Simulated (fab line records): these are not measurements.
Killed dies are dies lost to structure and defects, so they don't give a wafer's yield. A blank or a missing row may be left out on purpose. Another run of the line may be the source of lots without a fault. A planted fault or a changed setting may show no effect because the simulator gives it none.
Chamber matching | flow n5-finfet | N5_FIN_SAQP_HM_OPEN_73 on rie-diel-03: 4 sister chambers
The step chemistry CHF3/O2, target SiO2, stops on a-Si, target depth 12 nm, time 16.8 s. 8 wafers are shown with their chamber, then 10 later ones without.

## WAFERS WITH THEIR CHAMBER
wafer  | chamber | showerhead-plenum-p-Torr (Torr) | throttle-valve-pct (%)
L083.1 | 2       | 2.30                            | 18.64
L086.2 | 3       | 2.29                            | 18.68
L086.3 | 1       | 2.53                            | 19.24
L088.3 | 3       | 2.28                            | 18.70
L088.5 | 1       | 2.53                            | 19.26
L088.6 | 0       | 2.38                            | 18.80
L090.1 | 0       | 2.38                            | 18.80
L090.2 | 2       | 2.30                            | 18.69

## WAFERS WITH NO CHAMBER GIVEN
wafer  | showerhead-plenum-p-Torr (Torr) | throttle-valve-pct (%)
L090.6 | 2.30                            | 18.68
L093.3 | 2.38                            | 18.81
L093.5 | 2.28                            | 18.73
L093.6 | 2.38                            | 18.80
L094.2 | 2.52                            | 19.28
L094.3 | 2.30                            | 18.70
L094.6 | 2.38                            | 18.82
L097.3 | 2.29                            | 18.70
L097.5 | 2.29                            | 18.71
L097.6 | 2.52                            | 19.30

## EACH ONE'S CHAMBER
wafer  | from the rows above     | in truth
L090.6 | 2                       | 2
L093.3 | 0                       | 0
L093.5 | 3                       | 3
L093.6 | 0                       | 0
L094.2 | 1                       | 1
L094.3 | 2                       | 2
L094.6 | 0                       | 0
L097.3 | can't be placed: 3 or 2 | 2
L097.5 | can't be placed: 3 or 2 | 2
L097.6 | 1                       | 1
Correctly placed: 8 of 10. These rows do not allow placing 2 (true chamber among the candidates in 2). 0 placed wrongly.
How it was worked out, from the rows above alone: a wafer's distance from a chamber is the root of the sum, over the readings, of the square of ((its reading less the chamber's mean) divided by the reading's scatter). If the next closest chamber is less than 2 further off than the closest, the wafer can't be placed; otherwise it belongs to the closest. The mean given for a chamber averages the wafers shown for that chamber. The scatter: take each reading less its chamber's mean, square it, sum over the shown wafers, divide by the number of wafers less the number of chambers, and take the root.
